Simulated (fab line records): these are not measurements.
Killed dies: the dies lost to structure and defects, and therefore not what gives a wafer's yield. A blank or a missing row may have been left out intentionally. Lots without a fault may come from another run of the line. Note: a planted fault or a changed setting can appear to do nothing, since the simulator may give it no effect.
Matching of chambers / flow nand-harc / rie-si-02 running NHARC_A_DECK1_JOINT_ETCHBACK_00: 4 sister chambers
The step etches the open film in HBr, target depth 30 nm, time 17.4 s. 4 wafers are shown with their chamber, then 11 later ones without.

## WAFERS, EACH WITH ITS CHAMBER
wafer=L084.2; chamber=2; rf-fwd-power-W (W)=344.9
wafer=L087.1; chamber=1; rf-fwd-power-W (W)=343.2
wafer=L087.6; chamber=3; rf-fwd-power-W (W)=342.9
wafer=L091.1; chamber=0; rf-fwd-power-W (W)=345.3

## WAFERS WITH NO CHAMBER GIVEN
wafer=L091.2; rf-fwd-power-W (W)=340.8
wafer=L091.5; rf-fwd-power-W (W)=343.6
wafer=L094.2; rf-fwd-power-W (W)=339.4
wafer=L094.3; rf-fwd-power-W (W)=342.4
wafer=L094.4; rf-fwd-power-W (W)=344.7
wafer=L096.1; rf-fwd-power-W (W)=345.5
wafer=L096.4; rf-fwd-power-W (W)=344.3
wafer=L096.6; rf-fwd-power-W (W)=341.2
wafer=L097.1; rf-fwd-power-W (W)=344.1
wafer=L097.3; rf-fwd-power-W (W)=345.9
wafer=L097.5; rf-fwd-power-W (W)=343.0

## THE CHAMBER EACH PASSED THROUGH
wafer=L091.2; from the rows above=can't be placed: 3 or 1 or 2 or 0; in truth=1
wafer=L091.5; from the rows above=can't be placed: 1 or 3 or 2 or 0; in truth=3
wafer=L094.2; from the rows above=can't be placed: 3 or 1 or 2 or 0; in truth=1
wafer=L094.3; from the rows above=can't be placed: 3 or 1 or 2 or 0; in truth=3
wafer=L094.4; from the rows above=can't be placed: 2 or 0 or 1 or 3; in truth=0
wafer=L096.1; from the rows above=can't be placed: 0 or 2 or 1 or 3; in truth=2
wafer=L096.4; from the rows above=can't be placed: 2 or 0 or 1 or 3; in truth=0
wafer=L096.6; from the rows above=can't be placed: 3 or 1 or 2 or 0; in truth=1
wafer=L097.1; from the rows above=can't be placed: 2 or 1 or 0 or 3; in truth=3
wafer=L097.3; from the rows above=can't be placed: 0 or 2 or 1 or 3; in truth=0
wafer=L097.5; from the rows above=can't be placed: 3 or 1 or 2 or 0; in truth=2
Correctly placed: 0 of 11. These rows do not allow placing 11 (true chamber among the candidates in 11). 0 placed wrongly.
How it was worked out, from the rows above alone: a wafer's distance from a chamber is the root of the sum, over the readings, of the square of ((its reading less the chamber's mean) divided by the reading's scatter). The wafer belongs to the nearest chamber; if the next one is less than 2 further off, it can't be placed. The mean given for a chamber averages the wafers shown for that chamber. The scatter (one wafer shown for each chamber): square how far every hidden wafer sits from the nearest shown wafer, average those squares and take the square root.
